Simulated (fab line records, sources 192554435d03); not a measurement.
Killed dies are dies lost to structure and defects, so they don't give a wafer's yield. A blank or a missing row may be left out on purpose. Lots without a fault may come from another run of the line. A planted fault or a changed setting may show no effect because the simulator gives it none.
Split-lot experiment | flow n5_finfet | 7 lots, 21 wafers read, on a route of 1938 steps

THE SPLIT
At N5_BEOL_M13_ETCH_59 (etches BARC in N2/H2, target depth 89 nm, overetch 26.7 nm, time 67.9 s), the setting time_s was moved away from the recipe's 67.9 s on 6 of the 21 wafers read, by -22.3% to +14.1%. The other wafers ran this setting at the recipe's value.

The reading is taken at the split's own step.

THE READING
coat_of_BEOL_M13_COAT_04.thk_nm (the simulator's own value, which no gauge read), in nm, at N5_BEOL_M13_ETCH_59 (etches BARC in N2/H2, target depth 89 nm, overetch 26.7 nm, time 67.9 s). The file gives no usual value for it. The 15 wafers here that ran the recipe average 317.2 nm, standard deviation 1.3 nm.

wafer  | tool, chamber at the split | time_s as run, s | against the recipe | coat_of_BEOL_M13_COAT_04.thk_nm, nm | against lot-mates on the recipe
L079.3 | rie_diel-02, 2             | 67.9             | recipe             | 318.6                               | -
L079.5 | rie_diel-02, 2             | 67.9             | recipe             | 317.6                               | -
L079.6 | rie_diel-02, 3             | 67.9             | recipe             | 315.6                               | -
L081.2 | rie_diel-04, 1             | 54.98            | -19.0%             | 332.6                               | +13.4
L081.4 | rie_diel-04, 2             | 67.9             | recipe             | 319.2                               | -
L081.6 | rie_diel-04, 3             | 54.98            | -19.0%             | 333.2                               | +14.0
L090.1 | rie_diel-02, 1             | 72.22            | +6.4%              | 312.8                               | -4.1
L090.2 | rie_diel-02, 0             | 67.9             | recipe             | 317                                 | -
L090.6 | rie_diel-02, 3             | 67.9             | recipe             | 316.8                               | -
L087.2 | rie_diel-06, 3             | 67.9             | recipe             | 315                                 | -
L087.3 | rie_diel-06, 2             | 52.78            | -22.3%             | 331.4                               | +15.8
L087.6 | rie_diel-06, 1             | 67.9             | recipe             | 316.2                               | -
L091.1 | rie_diel-06, 3,1           | 67.9             | recipe             | 317.4                               | -
L091.4 | rie_diel-06, 3,1           | 67.9             | recipe             | 317.4                               | -
L091.5 | rie_diel-06, 3             | 67.9             | recipe             | 317                                 | -
L097.3 | rie_diel-04, 1             | 67.9             | recipe             | 319.8                               | -
L097.4 | rie_diel-04, 0             | 67.9             | recipe             | 316.4                               | -
L097.5 | rie_diel-04, 2             | 67.9             | recipe             | 317.6                               | -
L096.3 | rie_diel-02, 0             | 77.49            | +14.1%             | 310.2                               | -5.8
L096.5 | rie_diel-02, 3             | 77.49            | +14.1%             | 308.2                               | -7.8
L096.6 | rie_diel-02, 2             | 67.9             | recipe             | 316                                 | -
Where a row lists several chambers, the file gives one row for several wafers and doesn't say which wafer went through which chamber.

THE FIT
A straight line over all 21 wafers: coat_of_BEOL_M13_COAT_04.thk_nm changes by -0.699 nm for each +1% of time_s; r = -0.97; the points scatter about the line by 1.5 nm.
The same after taking each lot's own level away (the mean of its wafers on the recipe; 21 wafers): -0.651 nm for each +1%; r = -0.98; scatter 1.2 nm.
On that fit, the largest move of time_s shifts the reading by 15 nm.
The lots' own levels span 315.60 to 319.20 nm, that is 2.9 times the standard deviation above.
So the lot-to-lot level changes the slope little: the two slopes agree.
Check: with one of the wafers moved furthest among these (-22.3%) left out of the fit, the line predicts +14.5 nm for it against its lot-mates. It came out at +15.8 nm against them.

OTHER SPLITS ON THESE WAFERS
These wafers also went through other splits before the reading. Each is held against what the fit with the lots' levels taken away leaves over:
other split on the same wafers | wafers away from the commonest value | r with coat_of_BEOL_M13_COAT_04.thk_nm (lot level and that fit taken away)
N5_BEOL_M13_ILD_DEP_00 time_s  | 9                                    | +0.08

THE FILE'S OWN FIT
coat_of_BEOL_M13_COAT_04.thk_nm changes by -0.669 nm for each +1% of time_s, r = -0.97.
